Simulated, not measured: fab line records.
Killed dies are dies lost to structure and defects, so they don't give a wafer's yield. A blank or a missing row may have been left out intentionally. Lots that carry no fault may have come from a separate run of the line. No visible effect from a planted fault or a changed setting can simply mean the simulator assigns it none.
Matching of chambers / flow n5-finfet / N5_STI_FIN_REVEAL_ALD_00 on ald-sin-03 has 4 sister chambers
The step deposits SiO2, target thk 1 nm, pulse time 1 s. 22 wafers are shown with their chamber, then 11 later ones without.

WAFERS WITH THEIR CHAMBER
wafer=L075.1; chamber=3; heater-power-w (W)=511; precursor-pulse-height-rel=0.957
wafer=L075.4; chamber=2; heater-power-w (W)=479; precursor-pulse-height-rel=1.007
wafer=L075.6; chamber=3; heater-power-w (W)=518; precursor-pulse-height-rel=1.039
wafer=L077.2; chamber=3; heater-power-w (W)=507; precursor-pulse-height-rel=0.980
wafer=L077.4; chamber=3; heater-power-w (W)=527; precursor-pulse-height-rel=0.995
wafer=L077.5; chamber=1; heater-power-w (W)=446; precursor-pulse-height-rel=0.994
wafer=L078.1; chamber=2; heater-power-w (W)=506; precursor-pulse-height-rel=1.016
wafer=L078.2; chamber=0; heater-power-w (W)=539; precursor-pulse-height-rel=0.981
wafer=L078.3; chamber=1; heater-power-w (W)=446; precursor-pulse-height-rel=1.002
wafer=L078.4; chamber=3; heater-power-w (W)=529; precursor-pulse-height-rel=1.022
wafer=L078.5; chamber=1; heater-power-w (W)=444; precursor-pulse-height-rel=0.990
wafer=L078.6; chamber=0; heater-power-w (W)=536; precursor-pulse-height-rel=1.036
wafer=L082.4; chamber=0; heater-power-w (W)=534; precursor-pulse-height-rel=0.957
wafer=L082.5; chamber=1; heater-power-w (W)=432; precursor-pulse-height-rel=0.992
wafer=L082.6; chamber=0; heater-power-w (W)=542; precursor-pulse-height-rel=0.986
wafer=L083.4; chamber=1; heater-power-w (W)=455; precursor-pulse-height-rel=1.013
wafer=L083.5; chamber=1; heater-power-w (W)=439; precursor-pulse-height-rel=0.991
wafer=L083.6; chamber=2; heater-power-w (W)=492; precursor-pulse-height-rel=0.989
wafer=L086.1; chamber=0; heater-power-w (W)=545; precursor-pulse-height-rel=1.004
wafer=L086.3; chamber=2; heater-power-w (W)=483; precursor-pulse-height-rel=1.002
wafer=L086.5; chamber=0; heater-power-w (W)=535; precursor-pulse-height-rel=0.990
wafer=L090.1; chamber=1; heater-power-w (W)=443; precursor-pulse-height-rel=0.998

SIGNATURES (averages over the wafers above)
reading=heater-power-w; chamber 0=538.50; chamber 1=443.57; chamber 2=490.00; chamber 3=518.40; scatter within a chamber=8.14
reading=precursor-pulse-height-rel; chamber 0=0.99233; chamber 1=0.99714; chamber 2=1.00350; chamber 3=0.99860; scatter within a chamber=0.0218
Rule: for each reading, subtract the chamber's mean from the wafer's reading, divide by that reading's scatter and square the result; add these up over the readings and take the root, which gives the wafer's distance from the chamber. The wafer belongs to the nearest chamber; if the next one is less than 2 further off, it can't be placed. The scatter: take each reading less its chamber's mean, square it, sum over the shown wafers, divide by the number of wafers less the number of chambers, and take the root.

WAFERS WHOSE CHAMBER IS MISSING
wafer=L090.3; heater-power-w (W)=516; precursor-pulse-height-rel=1.024
wafer=L090.5; heater-power-w (W)=542; precursor-pulse-height-rel=0.979
wafer=L091.3; heater-power-w (W)=493; precursor-pulse-height-rel=0.990
wafer=L091.5; heater-power-w (W)=456; precursor-pulse-height-rel=0.993
wafer=L091.6; heater-power-w (W)=485; precursor-pulse-height-rel=1.010
wafer=L094.1; heater-power-w (W)=434; precursor-pulse-height-rel=0.992
wafer=L094.5; heater-power-w (W)=515; precursor-pulse-height-rel=0.987
wafer=L094.6; heater-power-w (W)=492; precursor-pulse-height-rel=1.010
wafer=L095.1; heater-power-w (W)=524; precursor-pulse-height-rel=1.012
wafer=L095.4; heater-power-w (W)=439; precursor-pulse-height-rel=1.004
wafer=L095.5; heater-power-w (W)=494; precursor-pulse-height-rel=1.059

EACH ONE'S CHAMBER
wafer=L090.3; from the rows above=can't be placed: 3 or 0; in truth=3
wafer=L090.5; from the rows above=0; in truth=0
wafer=L091.3; from the rows above=2; in truth=2
wafer=L091.5; from the rows above=1; in truth=1
wafer=L091.6; from the rows above=2; in truth=2
wafer=L094.1; from the rows above=1; in truth=1
wafer=L094.5; from the rows above=3; in truth=3
wafer=L094.6; from the rows above=2; in truth=2
wafer=L095.1; from the rows above=can't be placed: 3 or 0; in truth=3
wafer=L095.4; from the rows above=1; in truth=1
wafer=L095.5; from the rows above=can't be placed: 2 or 3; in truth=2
8 of 11 placed correctly. Can't be placed from these rows: 3 (the true chamber is among the candidates in 3). 0 placed wrongly.
